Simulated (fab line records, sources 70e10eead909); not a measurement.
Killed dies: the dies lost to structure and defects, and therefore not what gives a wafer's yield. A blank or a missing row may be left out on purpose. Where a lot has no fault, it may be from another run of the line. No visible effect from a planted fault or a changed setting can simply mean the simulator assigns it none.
Chamber matching | flow nand harc | cmp-04 running NHARC_A_M0_CMP_23: 4 sister chambers
The step polishes, t overpolish 20 s, target thk 113.75 nm. 8 wafers are shown with their chamber, then 9 later ones without.

WAFERS, EACH WITH ITS CHAMBER
wafer  | chamber | motor current A (A) | time to endpoint s (s)
L473.1 | 1       | 12.6                | 26.8
L474.2 | 2       | 11.3                | 31.4
L475.1 | 2       | 11.7                | 29.6
L475.4 | 0       | 12.3                | 27.7
L475.6 | 3       | 12.2                | 27.6
L482.3 | 0       | 13.4                | 28.0
L482.4 | 3       | 12.5                | 26.2
L482.6 | 1       | 11.9                | 27.4

WAFERS WHOSE CHAMBER IS MISSING
wafer  | motor current A (A) | time to endpoint s (s)
L485.1 | 11.8                | 26.0
L485.3 | 13.4                | 26.1
L485.4 | 12.0                | 26.2
L489.1 | 12.2                | 24.9
L489.3 | 13.2                | 21.1
L489.5 | 12.4                | 25.8
L490.1 | 12.7                | 26.1
L490.2 | 11.9                | 27.8
L490.5 | 10.6                | 29.4

CHAMBER TAKEN BY EACH
wafer  | from the rows above          | in truth
L485.1 | can't be placed: 3 or 1 or 0 | 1
L485.3 | can't be placed: 3 or 0 or 1 | 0
L485.4 | can't be placed: 3 or 1 or 0 | 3
L489.1 | can't be placed: 3 or 1 or 0 | 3
L489.3 | can't be placed: 3 or 1 or 0 | 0
L489.5 | can't be placed: 3 or 1 or 0 | 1
L490.1 | can't be placed: 3 or 1 or 0 | 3
L490.2 | can't be placed: 1 or 3 or 0 | 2
L490.5 | 2                            | 2
Placed correctly: 1 of 9. Not placeable from these rows: 8 (in 7, the candidates include the true chamber). Placed wrongly: 0.
How it was worked out, from the rows above alone: a wafer's distance from a chamber is the root of the sum, over the readings, of the square of ((its reading less the chamber's mean) divided by the reading's scatter). If the next closest chamber is less than 2 further off than the closest, the wafer can't be placed; otherwise it belongs to the closest. The mean given for a chamber averages the wafers shown for that chamber. The scatter: take each reading less its chamber's mean, square it, sum over the shown wafers, divide by the number of wafers less the number of chambers, and take the root.
